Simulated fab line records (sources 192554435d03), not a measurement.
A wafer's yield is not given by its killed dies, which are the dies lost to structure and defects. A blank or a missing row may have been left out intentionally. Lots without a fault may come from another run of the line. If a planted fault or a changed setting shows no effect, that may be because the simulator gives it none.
Struck lot and sound lot, side by side || flow n5Finfet || 15 steps out of a route of 1938
Sound: these wafers, L230.1, L230.2, L230.5. Struck: wafers L236.4, L236.5, L236.6. The cause is named last.
Order at every step that has rows: each side's tool, ch and its chambers, its first start. Under that, the readings that differ: sound wafers || struck wafers || difference of the means || sigmas: that difference in standard deviations of wafers without a fault.
alike: a reading whose means differ by less than 2 such deviations, as well as words and numbers matching on both sides. not compared: withheld readings; readings where some wafer has no value; bounds like >300 that might hide an equal value; numbers whose values overlap and for which the record gives no deviation.
A row with sigmas, a row that says differs or no value, or rows on one side alone: a step with any of these is where the two part. Numbers that don't overlap but have no deviation are shown without sigmas and don't part them. A reading missing from all wafers of one side parts the sides only when that side holds two or more wafers.

N5_BEOL_M10_CD_MEAS_28 targets a cd of 70 nm.
  sound on cdSem-02 ch 0, day 13 04:20; struck on cdSem-03 ch 0, day 14 17:35
  alike: cdNm
N5_BEOL_M10_OVL_MEAS_29:
  sound on overlay-02 ch 0, day 13 04:22; struck on overlay-01 ch 0, day 14 17:37
  alike: V9_OVL
N5_BEOL_M10_INSPECT_30: inspects for defects (brightfield).
  struck on defectInspect-02, day 14 17:39; sound on defectInspect-02, day 13 04:23
  alike: rawDefectCount
N5_BEOL_M10_DESCUM_33: chemistry O2, time 7.9 s.
  sound on rieDiel-01 ch 0,3, day 13 04:43; struck on rieDiel-01 ch 0,1, day 14 17:41
  alike: drypumpMotorCurrentA, oesProductAu, rfFwdPowerW, rfVppV, showerheadPlenumPTorr, throttleValvePct
  not compared: rfHoursCounterH
then, 1 step without rows for these wafers: N5_BEOL_M10_ETCH_65 (etches SiARC in CF4, target depth 39 nm, time 65 s).
N5_BEOL_M10_ETCH_66: etches SOC in N2/H2, target depth 120 nm, overetch 24 nm, time 180 s.
  sound on rieDiel-01 ch 0,3, day 13 04:47; struck on rieDiel-01 ch 0,1, day 14 17:46
  alike: drypumpMotorCurrentA, oesProductAu, rfFwdPowerW, rfVppV, showerheadPlenumPTorr, throttleValvePct
  not compared: rfHoursCounterH
then, 1 step without rows for these wafers: N5_BEOL_M10_STRIP_69 (strips in N2/H2).
N5_BEOL_M10_VIA_ETCH_34: etches SiCOH lowk in C4F6/O2, target depth 184.5 nm, time 69.2 s.
  sound on rieDiel-01 ch 0,3, day 13 04:55; struck on rieDiel-01 ch 0,1, day 14 17:53
  alike: C4F6_flow_sccm, drypumpMotorCurrentA, mfcArSccm, oesProductAu, rfFwdPowerW, rfVppV, showerheadPlenumPTorr, throttleValvePct
  not compared: rfHoursCounterH
then, 2 steps without rows for these wafers: N5_BEOL_M10_STRIP_73 (strips in C4F6/O2); N5_BEOL_M10_STRIP_36 (strips in N2/H2).
N5_BEOL_M10_TRENCH_ETCH_37: etches SiCOH lowk in C4F6/O2, target depth 148.83 nm, time 48 s.
  sound on rieDiel-01 ch 0,3; struck on rieDiel-01 ch 0,1
  alike: C4F6_flow_sccm, drypumpMotorCurrentA, mfcArSccm, oesProductAu, rfFwdPowerW, rfVppV, showerheadPlenumPTorr, throttleValvePct
  not compared: rfHoursCounterH
N5_BEOL_M10_ETCH_41: etches SiCN in CH3F/O2, target depth 42.6 nm, time 86 s.
  sound on rieDiel-01 ch 0,3; struck on rieDiel-01 ch 0,1
  alike: drypumpMotorCurrentA, mfcArSccm, oesProductAu, rfFwdPowerW, rfVppV, showerheadPlenumPTorr, throttleValvePct
  not compared: rfHoursCounterH
N5_BEOL_M10_STRIP_77: strips in N2/H2, time 10 s.
  sound on rieDiel-01 ch 0,3, day 13 05:07; struck on rieDiel-01 ch 0,1, day 14 18:05
{"reading": "chamberPressureMTorr (mTorr)", "sound": "19.988 19.989 20.030", "struck": "14.022 13.984 14.012", "difference": -5.996, "sigmas": "-99 or more"}
  alike: drypumpMotorCurrentA, oesProductAu, rfVppV, showerheadPlenumPTorr, throttleValvePct
  not compared: rfHoursCounterH
N5_BEOL_M10_OCD_MEAS_38:
  struck on ocd-02, day 14 18:11; sound on ocd-01, day 13 05:12
  alike: trenchDepthNm
-- a jump in the record: the struck wafers' starts before and after are 2 days apart (it breaks off in module BEOL_M10 and resumes in module PASSIVATION, where the first step shown is number 1936 of the route) --
N5_PASSIVATION_PROBE_49:
  only the struck wafers here have rows in the record (prober-02, day 16 22:25); the sound ones have none

== WHERE THEY PART ==
At N5_BEOL_M10_STRIP_77 first; at N5_PASSIVATION_PROBE_49 last (within this record only).

WHY: what the simulator had put in
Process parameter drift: rieDiel-01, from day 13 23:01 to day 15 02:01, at N5_BEOL_M10_STRIP_77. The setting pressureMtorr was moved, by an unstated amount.
